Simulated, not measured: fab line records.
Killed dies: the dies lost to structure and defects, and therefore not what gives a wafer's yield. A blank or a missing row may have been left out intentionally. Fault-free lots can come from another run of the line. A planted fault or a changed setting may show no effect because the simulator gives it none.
Matching of chambers || flow n5Finfet || N5_BEOL_M11_ETCH_65 on rieDiel-06: 4 sister chambers
The step etches SiARC in CF4, target depth 39 nm, time 65 s. 14 wafers are shown with their chamber, then 7 later ones without.

== EACH WAFER AND ITS CHAMBER ==
{"wafer": "L077.3", "chamber": 3, "showerheadPlenumPTorr (Torr)": 2.13, "drypumpMotorCurrentA (A)": 4.7, "etchRfOnTimeS (s)": 63.9}
{"wafer": "L077.5", "chamber": 0, "showerheadPlenumPTorr (Torr)": 2.04, "drypumpMotorCurrentA (A)": 6.2, "etchRfOnTimeS (s)": 66.4}
{"wafer": "L077.6", "chamber": 1, "showerheadPlenumPTorr (Torr)": 2.26, "drypumpMotorCurrentA (A)": 5.4, "etchRfOnTimeS (s)": 63.7}
{"wafer": "L081.1", "chamber": 2, "showerheadPlenumPTorr (Torr)": 2.12, "drypumpMotorCurrentA (A)": 4.7, "etchRfOnTimeS (s)": 69.6}
{"wafer": "L081.2", "chamber": 0, "showerheadPlenumPTorr (Torr)": 2.04, "drypumpMotorCurrentA (A)": 6.2, "etchRfOnTimeS (s)": 66.6}
{"wafer": "L081.3", "chamber": 1, "showerheadPlenumPTorr (Torr)": 2.25, "drypumpMotorCurrentA (A)": 5.4, "etchRfOnTimeS (s)": 63.1}
{"wafer": "L081.4", "chamber": 3, "showerheadPlenumPTorr (Torr)": 2.13, "drypumpMotorCurrentA (A)": 4.8, "etchRfOnTimeS (s)": 63.3}
{"wafer": "L081.5", "chamber": 0, "showerheadPlenumPTorr (Torr)": 2.04, "drypumpMotorCurrentA (A)": 6.2, "etchRfOnTimeS (s)": 65.6}
{"wafer": "L081.6", "chamber": 3, "showerheadPlenumPTorr (Torr)": 2.13, "drypumpMotorCurrentA (A)": 4.8, "etchRfOnTimeS (s)": 63.3}
{"wafer": "L082.1", "chamber": 1, "showerheadPlenumPTorr (Torr)": 2.25, "drypumpMotorCurrentA (A)": 5.4, "etchRfOnTimeS (s)": 62.4}
{"wafer": "L082.3", "chamber": 3, "showerheadPlenumPTorr (Torr)": 2.13, "drypumpMotorCurrentA (A)": 4.7, "etchRfOnTimeS (s)": 63.6}
{"wafer": "L082.4", "chamber": 3, "showerheadPlenumPTorr (Torr)": 2.13, "drypumpMotorCurrentA (A)": 4.7, "etchRfOnTimeS (s)": 64.4}
{"wafer": "L089.1", "chamber": 1, "showerheadPlenumPTorr (Torr)": 2.25, "drypumpMotorCurrentA (A)": 5.4, "etchRfOnTimeS (s)": 63.9}
{"wafer": "L089.2", "chamber": 2, "showerheadPlenumPTorr (Torr)": 2.12, "drypumpMotorCurrentA (A)": 4.7, "etchRfOnTimeS (s)": 68.6}

SIGNATURES (averages over the wafers above)
{"reading": "showerheadPlenumPTorr", "chamber 0": 2.0400, "chamber 1": 2.2525, "chamber 2": 2.1200, "chamber 3": 2.1300, "scatter within a chamber": 0.00274}
{"reading": "drypumpMotorCurrentA", "chamber 0": 6.200, "chamber 1": 5.400, "chamber 2": 4.700, "chamber 3": 4.740, "scatter within a chamber": 0.0346}
{"reading": "etchRfOnTimeS", "chamber 0": 66.200, "chamber 1": 63.275, "chamber 2": 69.100, "chamber 3": 63.700, "scatter within a chamber": 0.573}
Rule: a wafer's distance from a chamber is the root of the sum, over the readings, of the square of ((its reading less the chamber's mean) divided by the reading's scatter). If the next closest chamber is less than 2 further off than the closest, the wafer can't be placed; otherwise it belongs to the closest. The scatter: take each reading less its chamber's mean, square it, sum over the shown wafers, divide by the number of wafers less the number of chambers, and take the root.

== WAFERS WHOSE CHAMBER IS MISSING ==
{"wafer": "L089.3", "showerheadPlenumPTorr (Torr)": 2.12, "drypumpMotorCurrentA (A)": 4.7, "etchRfOnTimeS (s)": 68.5}
{"wafer": "L088.1", "showerheadPlenumPTorr (Torr)": 2.29, "drypumpMotorCurrentA (A)": 6.2, "etchRfOnTimeS (s)": 63.8}
{"wafer": "L088.5", "showerheadPlenumPTorr (Torr)": 2.29, "drypumpMotorCurrentA (A)": 6.2, "etchRfOnTimeS (s)": 64.0}
{"wafer": "L088.6", "showerheadPlenumPTorr (Torr)": 2.25, "drypumpMotorCurrentA (A)": 5.4, "etchRfOnTimeS (s)": 63.4}
{"wafer": "L092.1", "showerheadPlenumPTorr (Torr)": 2.13, "drypumpMotorCurrentA (A)": 4.8, "etchRfOnTimeS (s)": 65.0}
{"wafer": "L092.2", "showerheadPlenumPTorr (Torr)": 2.25, "drypumpMotorCurrentA (A)": 5.4, "etchRfOnTimeS (s)": 63.3}
{"wafer": "L092.4", "showerheadPlenumPTorr (Torr)": 2.11, "drypumpMotorCurrentA (A)": 4.8, "etchRfOnTimeS (s)": 68.9}

== THE CHAMBER EACH PASSED THROUGH ==
{"wafer": "L089.3", "from the rows above": 2, "in truth": 2}
{"wafer": "L088.1", "from the rows above": 1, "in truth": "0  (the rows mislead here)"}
{"wafer": "L088.5", "from the rows above": 1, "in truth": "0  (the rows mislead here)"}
{"wafer": "L088.6", "from the rows above": 1, "in truth": 1}
{"wafer": "L092.1", "from the rows above": 3, "in truth": 3}
{"wafer": "L092.2", "from the rows above": 1, "in truth": 1}
{"wafer": "L092.4", "from the rows above": 2, "in truth": 2}
Correct placement for 5 of the 7. From these rows, 0 cannot be placed. Wrongly placed: 2.
